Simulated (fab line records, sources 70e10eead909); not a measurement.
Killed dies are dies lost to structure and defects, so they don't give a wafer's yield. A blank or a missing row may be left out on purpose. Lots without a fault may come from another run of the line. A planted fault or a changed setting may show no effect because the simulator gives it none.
Problem report in the 8D (eight disciplines) form, filled by code | flow nand_harc | the parts of the form that need people (team, actions taken, sign-off) are left out

1. THE PROBLEM
cd_nm at NHARC_P_CONTACT_CD_MEAS_12 reads a mean of 102.2 nm on 3 wafers of 3 lots; wafers without a fault read 89.9 nm with a standard deviation of 0.66. That is +19 standard deviations from the usual mean.
The step: target cd 90 nm.
First seen on wafer L919.5, day 9 02:42, on cd_sem-03. The record holds 43 wafers of 15 lots with a number at this step. Rule for "out", or "out of limits": more than 4 standard deviations from the usual mean. The other wafers with a number count as sound.

2. WHAT IT IS AND WHAT IT IS NOT
question                    | is                     | is not
which readings at this step | cd_nm                  | -
which lots                  | L919, L920, L921       | L911, L912, L923, L924, L927, L928, L929, L930, L931, L932, L933, L934
which wafers of those lots  | L919.5, L920.3, L921.3 | L919.1, L920.1, L920.6, L921.6
read on which gauges        | cd_sem-01, cd_sem-03   | cd_sem-02
when                        | from day 9 02:42       | up to then (7 sound wafers); but 33 sound wafers of L920, L921, L923, L924, L927, L928, L929, L930, L931, L932, L933, L934 came after

3. SUSPECTS, AND WHAT RULES EACH OUT
Counting: a tool at a process step up to the reading stays a suspect if it ran every lot that is out. Sound lots after the first of them don't rule it out here, since some wafers of a struck lot are sound.
- the gauge at NHARC_P_CONTACT_CD_MEAS_12: ruled out. The wafers that are out were read on 2 gauges (cd_sem-01, cd_sem-03).
- litho_track-01 at NHARC_P_CONTACT_PEB_10 (peb time 65 s): kept. It ran every lot that is out, first L919 (day 9 02:37); its last sound lot up to then is L911 (day 6 01:19).
Left after counting: litho_track-01 at NHARC_P_CONTACT_PEB_10.

4. THE CAUSE (what the simulator had put in)
Process parameter drift: litho_track-01, from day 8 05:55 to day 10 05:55, at NHARC_P_CONTACT_PEB_10. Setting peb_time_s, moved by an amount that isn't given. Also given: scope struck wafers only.
Counting left only this tool.

5. THE CHAIN OF EFFECTS, in route order
Each row: a reading whose mean over the struck wafers that have a number lies more than 3 standard deviations from the usual. Only readings for which the record gives a usual standard deviation are gone through. hours: the time from each lot's start at the first step in this table that gives one to its start at this step, as a median over the lots. sigmas: the change in usual standard deviations.
hours | step                       | reading | usual   | on struck wafers | change | sigmas
0     | NHARC_P_CONTACT_CD_MEAS_12 | cd_nm   | 89.9 nm | 102.2            | +12.3  | +19

6. WHAT WOULD HAVE CAUGHT IT SOONER
In this record the first reading out of limits at a measuring or inspecting step was taken at day 9 02:42, 21 hours after the fault began at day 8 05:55.
Of the tool readings at NHARC_P_CONTACT_PEB_10 for which the record gives a usual standard deviation, none was out on any struck wafer, so an alarm limit of 4 standard deviations on them would not have fired.
Of the lots that are out (3), L920, L921 began NHARC_P_CONTACT_PEB_10 on litho_track-01 after day 9 02:42. A hold on the tool at that time would have spared those 2.
